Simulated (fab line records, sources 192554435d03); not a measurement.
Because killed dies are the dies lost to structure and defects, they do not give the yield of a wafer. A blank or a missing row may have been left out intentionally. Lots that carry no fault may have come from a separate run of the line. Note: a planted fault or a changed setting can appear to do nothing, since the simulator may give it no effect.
Struck lot and sound lot, side by side || flow n5 finfet || 38 out of 1938 route steps
Sound: wafers L141.1, L141.4, L141.5. Wafers L152.2, L152.4, L152.5 were the ones struck. The cause is named last.
For every step that has rows: the tool of each side, followed by ch and its chambers, followed by its first start. Under that, the readings that differ: sound wafers || struck wafers || difference of the means || sigmas: that difference in standard deviations of wafers without a fault.
alike: readings whose means differ by less than 2 such deviations, and words and numbers that are the same on both sides. not compared: withheld readings, readings that some wafer has no value for, bounds like >300 that may hide the same value, and numbers for which the record gives no deviation and whose values overlap.
Wherever a step has rows on one side only, a row that says differs or no value, or a row with sigmas, the two part there. Non-overlapping numbers with no deviation appear without sigmas and do not part them. A reading that every wafer of one side lacks parts them only if that side has two wafers or more.

first, 9 steps without rows for these wafers: N5_BEOL_M7_DESCUM_33 (chemistry O2, time 7 s); N5_BEOL_M7_ETCH_72 (etches underlayer in N2/H2, target depth 6.5 nm, time 5.2 s); N5_BEOL_M7_ETCH_65 (etches SiARC in CF4, target depth 15.6 nm, time 26 s); N5_BEOL_M7_ETCH_66 (etches SOC in N2/H2, target depth 80 nm, overetch 16 nm, time 120 s); N5_BEOL_M7_STRIP_69 (strips in N2/H2); N5_BEOL_M7_STRIP_73 (strips in N2/H2); N5_BEOL_M7_VIA_ETCH_34 (etches SiCOH lowk in C4F6/O2, target depth 125.5 nm, time 50.5 s); N5_BEOL_M7_STRIP_76 (strips in C4F6/O2); N5_BEOL_M7_STRIP_36 (strips in N2/H2).
N5_BEOL_M7_TRENCH_ETCH_37: etches SiCOH lowk in C4F6/O2, target depth 93.478 nm, time 31.2 s.
  sound on rie diel-06 ch 1,3, day 9 16:23; struck on rie diel-06 ch 0,2,3, day 11 17:31
{"reading": "oes_f_703_au (a.u.)", "sound": "0.94 0.73 0.72", "struck": "0.54 0.51 0.51", "difference": -0.28, "sigmas": -3}
{"reading": "oes_o_777_au (a.u.)", "sound": "0.94 0.73 0.73", "struck": "0.56 0.53 0.54", "difference": -0.26, "sigmas": -3}
{"reading": "rf fwd power W (W)", "sound": "336.9 341.4 343.1", "struck": "255.3 256.4 259.2", "difference": -83.5, "sigmas": -44}
{"reading": "rf vpp V (V)", "sound": "663 685 686", "struck": "765 778 788", "difference": "+99", "sigmas": "+10"}
{"reading": "model.BEOL_M7.feature depth nm (nm)", "sound": "96.6 91.4 91.8", "struck": "85.2 86.8 83.4", "difference": -8.1, "sigmas": ""}
{"reading": "model.etch.depth nm (nm)", "sound": "96.63 91.48 91.71", "struck": "85.13 86.89 83.39", "difference": -8.14, "sigmas": ""}
  alike: drypump motor current A, oes_ar_750_au, oes product au, showerhead plenum p Torr, throttle valve pct
  not compared: rf hours counter h
then, 2 steps without rows for these wafers: N5_BEOL_M7_ETCH_41 (etches SiCN in CH3F/O2, target depth 31.9 nm, time 57.8 s); N5_BEOL_M7_STRIP_80 (strips in N2/H2, time 10 s).
N5_BEOL_M7_OCD_MEAS_38:
  sound on ocd-02, day 9 16:32; struck on ocd-01, day 11 17:40
{"reading": "trench depth nm (nm)", "sound": "96.5 91.4 92.0", "struck": "85.2 87.3 83.3", "difference": -8.0, "sigmas": -4}
then, 13 steps without rows for these wafers: N5_BEOL_M7_HM_STRIP_39 (strips TiN in peroxide tin strip, target depth 25 nm, time 158 s); N5_BEOL_M7_SRD_40 (time 30 s); N5_BEOL_M7_PRECLEAN_42 (cleans in residue remover, time 60 s); N5_BEOL_M7_SRD_43 (time 30 s); N5_BEOL_M7_CURE_75 (cures SiCOH lowk, time 120 s); N5_BEOL_M7_DEGAS_44 (time 60 s); N5_BEOL_M7_PRE_CLEAN_45 (time 30 s); N5_BEOL_M7_ALD_77 (deposits TaN, target thk 2 nm, pulse time 2 s, purge time 3 s); N5_BEOL_M7_SURFACE_TREAT_79; N5_BEOL_M7_CVD_78 (deposits Co from CCTBA/H2, target thk 2 nm, time 142.3 s); N5_BEOL_M7_SPUTTER_48 (material Cu, target thk 10 nm, time 1.667 s); N5_BEOL_M7_ECD_50 (material Cu, target thk 300 nm); N5_BEOL_M7_ANNEAL_51 (time 90 s).
N5_BEOL_M7_CMP_52: polishes, stops on SiCOH lowk, t overpolish 6.9 s, target thk 80 nm.
  sound on cmp-01 ch 0,1,2, day 9 18:46; struck on cmp-01 ch 0,2,3, day 11 20:52
{"reading": "model.Cu_of_BEOL_M7_ECD_50.thk nm (nm)", "sound": "82.4 77 78", "struck": "71 73.6 68.2", "difference": -8, "sigmas": ""}
  alike: barrier field endpoint s, motor current A, overpolish run s, slurry filter dp kPa, time to endpoint s
N5_BEOL_M7_THK_MEAS_53: measures by xrf.
  sound on film metro-01, day 9 18:59; struck on film metro-01, day 11 21:10
{"reading": "M7_THK (nm)", "sound": "83.4 77.8 79.3", "struck": "71.5 73.9 68.5", "difference": -8.9, "sigmas": -4}
then, 2 steps without rows for these wafers: N5_BEOL_M7_PRE_CLEAN_55 (time 15 s); N5_BEOL_M7_DEP_56 (deposits SiCN from 3MS/NH3, target thk 10 nm, time 17.5 s).
N5_BEOL_M7_RS_MEAS_57: the measuring method here is four-point-probe.
  sound on film metro-01, day 9 19:07; struck on film metro-01, day 11 21:20
{"reading": "M7_RS (ohm/sq)", "sound": "0.276 0.299 0.294", "struck": "0.329 0.317 0.346", "difference": "+0.041", "sigmas": "+5"}
then, 5 steps without rows for these wafers: N5_BEOL_M8_ILD_DEP_00 (deposits SiCOH lowk from DEMS/porogen, target thk 179.75 nm, time 33.4 s); N5_BEOL_M8_CURE_74 (cures SiCOH lowk, time 240 s); N5_BEOL_M8_PECVD_70 (deposits SiO2 from TEOS/O2, target thk 20 nm, time 22.7 s); N5_BEOL_M8_HM_DEP_02 (deposits TiN, target thk 20 nm); N5_BEOL_M8_COAT_59 (time 60 s, resist thk 100 nm).
-- the record jumps here: 3 days lie between the struck wafers' starts before and after (it left off in module BEOL_M8 and takes up again in module BEOL_M15, whose first step shown is number 1830 of the route) --
N5_BEOL_M15_RC_MEAS_101:
  sound on prober-01 ch 0, day 12 11:07; struck on prober-01 ch 0, day 14 09:37
{"reading": "SERP_M7 (ohm/um)", "sound": "13.7 14.2 14.5", "struck": "15.3 14.8 16.0", "difference": "+1.2", "sigmas": "+2"}
{"reading": "SERP_M7_max_site (ohm/um)", "sound": "14.8 15.0 15.2", "struck": "16.0 16.4 19.0", "difference": "+2.1", "sigmas": "+3"}
  alike: COMB_M10, COMB_M11, COMB_M12, COMB_M13, COMB_M14, COMB_M15, COMB_M5, COMB_M6, COMB_M7, COMB_M8, COMB_M9, SERP_M10, SERP_M11, SERP_M12, SERP_M13, SERP_M14, SERP_M5, SERP_M6, SERP_M8, SERP_M9
N5_PASSIVATION_PROBE_49:
  only the struck wafers here have rows in the record (prober-01, day 15 01:31); the sound ones have none

## WHERE THEY PART
At N5_BEOL_M7_TRENCH_ETCH_37 first; at N5_PASSIVATION_PROBE_49 last (within this record only).

WHY: whatever the simulator had introduced
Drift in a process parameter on rie diel-06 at N5_BEOL_M7_TRENCH_ETCH_37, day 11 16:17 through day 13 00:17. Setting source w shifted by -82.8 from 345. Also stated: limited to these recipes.
